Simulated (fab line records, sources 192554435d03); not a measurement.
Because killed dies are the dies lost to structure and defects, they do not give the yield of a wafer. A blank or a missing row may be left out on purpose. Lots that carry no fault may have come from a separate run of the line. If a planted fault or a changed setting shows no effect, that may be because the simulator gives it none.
Which tool did it? || flow n5 finfet || route of 1938 steps, sampled at 1 step: 11 lots, 33 wafers

== WHAT EACH GAUGE READ, for each wafer ==
N5_SD_EPI_N_INSPECT_11: inspects for defects (macro).
{"lot": "L233", "measured": "day 3 01:31", "on": "defect inspect-02", "raw defect count": "1 2 0"}
{"lot": "L236", "measured": "day 3 22:27", "on": "defect inspect-02", "raw defect count": "3 1 3"}
{"lot": "L237", "measured": "day 4 02:15", "on": "defect inspect-02", "raw defect count": "2 3 4"}
{"lot": "L239", "measured": "day 4 11:28", "on": "defect inspect-01", "raw defect count": "6 4 3"}
{"lot": "L240", "measured": "day 4 19:00", "on": "defect inspect-01", "raw defect count": "4 2 2"}
{"lot": "L249", "measured": "day 7 05:58", "on": "defect inspect-02", "raw defect count": "2 1 0"}
{"lot": "L250", "measured": "day 7 19:19", "on": "defect inspect-01", "raw defect count": "3 0 4"}
{"lot": "L251", "measured": "day 7 20:29", "on": "defect inspect-02", "raw defect count": "2 1 2"}
{"lot": "L252", "measured": "day 8 09:27", "on": "defect inspect-02", "raw defect count": "1 3 1"}
{"lot": "L253", "measured": "day 8 21:05", "on": "defect inspect-02", "raw defect count": "3 2 5"}
{"lot": "L255", "measured": "day 8 23:40", "on": "defect inspect-02", "raw defect count": "0 2 2"}

== EACH LOT AND THE TOOL THAT RAN IT (in order: tool; ch and the chambers of the sampled wafers; start) ==
Before these readings, the record contains no process step.

== THE ANSWER, worked out from the rows above alone ==
Rule: usual is defined by the lots themselves. The widest of any qualifying gaps counts: lots, ordered by their means at a reading, are off when they make up no more than a third of the lots, leave a main group of 4 or more, and stand apart from it by 3 or more times the standard deviation of that group's means. A main group whose means are all the same, to the digits that the tables above print for the reading, isn't used. A lot without any number at a reading at which 4 lots or more have one is off too. Where the step has rows for the other lots, those lots are counted as sound.
No lot is off on any of the readings shown, so nothing can be concluded from this.

== WHAT WAS PUT IN BY THE SIMULATOR ==
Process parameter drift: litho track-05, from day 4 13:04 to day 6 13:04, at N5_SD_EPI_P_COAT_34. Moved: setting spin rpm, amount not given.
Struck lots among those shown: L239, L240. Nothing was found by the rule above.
